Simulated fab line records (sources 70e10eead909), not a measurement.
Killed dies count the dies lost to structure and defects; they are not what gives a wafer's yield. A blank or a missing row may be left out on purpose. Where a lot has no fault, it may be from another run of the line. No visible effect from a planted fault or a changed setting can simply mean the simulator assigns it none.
A single fault, viewed from 2 desks / flow nand-harc / each desk has only its own numbers; what lay behind them comes last

FROM THE METROLOGY DESK
Lot by lot, what the gauges showed, no matter which tool ran the lot: averages of those sampled wafers that carry a number. Marked OUT: a lot whose mean sits more than 4 standard deviations from the usual mean, which makes it out of limits; the brackets give that distance.
Columns: A = thk-nm at NHARC_A_ONON_D1_THK_MEAS_02, usual 1004 nm; B = thk-nm at NHARC_A_ONON_D1_THK_MEAS_24, usual 1001 nm
lot=L842; first seen here=day 7 20:11; A=1002; B=1007
lot=L843; first seen here=day 8 03:30; A=1005; B=997
lot=L844; first seen here=day 8 03:30; A=1010; B=997
lot=L845; first seen here=day 8 13:34; A=1012; B=1002
lot=L846; first seen here=day 8 13:35; A=1008; B=1006
lot=L847; first seen here=day 8 19:09; A=1007; B=989
lot=L848; first seen here=day 8 19:11; A=1009; B=1009
lot=L852; first seen here=day 10 05:07; A=1010; B=1535 (+60) OUT
lot=L855; first seen here=day 10 16:03; A=1014; B=1536 (+60) OUT
lot=L859; first seen here=day 11 18:07; A=1007; B=981
lot=L858; first seen here=day 11 18:08; A=1009; B=1000
lot=L861; first seen here=day 12 08:17; A=995; B=1003
lot=L864; first seen here=day 13 01:59; A=1010; B=1006
lot=L865; first seen here=day 13 15:50; A=991; B=1000
This desk's finding: out of limits on L852, L855; first on L852, day 10 15:41 (thk-nm at NHARC_A_ONON_D1_THK_MEAS_24). Within limits: L842, L843, L844, L845, L846, L847, L848, L859, L858, L861, L864, L865.

DESK OF THE TOOL OWNER: pecvd-onon-02
The tool's own readings at NHARC_A_ONON_D1_DEP_22 (target thk 1000 nm): means of the sampled wafers that have a number, for each lot that ran on this tool. Marked OUT: a lot whose mean sits more than 4 standard deviations from the usual mean, which makes it out of limits; the brackets give that distance.
Columns: A = susceptor-temp-C at NHARC_A_ONON_D1_DEP_22, usual 399.97 C
lot=L842; first seen here=day 8 08:10; A=400.06
lot=L844; first seen here=day 8 15:44; A=399.73
lot=L848; first seen here=day 9 05:13; A=400.16
lot=L852; first seen here=day 10 15:11; A=399.77
lot=L855; first seen here=day 11 02:11; A=400.23
This desk's finding: nothing out of limits on any of the 5 lots.

ALL TOGETHER
On L852, L855, the metrology desk was in a position to raise an alarm at day 10 15:41.
The tool owner's desk saw nothing out of limits.
The tool owner's desk has L852, L855 on record, within its limits.
NHARC_A_ONON_D1_DEP_22 was run on pecvd-onon-02 by each of the lots named.

WHAT HAD BEEN PUT IN BY THE SIMULATOR
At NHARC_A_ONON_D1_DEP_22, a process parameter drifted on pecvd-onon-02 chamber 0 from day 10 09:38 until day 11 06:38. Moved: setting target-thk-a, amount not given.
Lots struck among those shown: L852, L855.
Delay in hours, fault start to first out-of-limits reading, per desk: metrology desk 6.
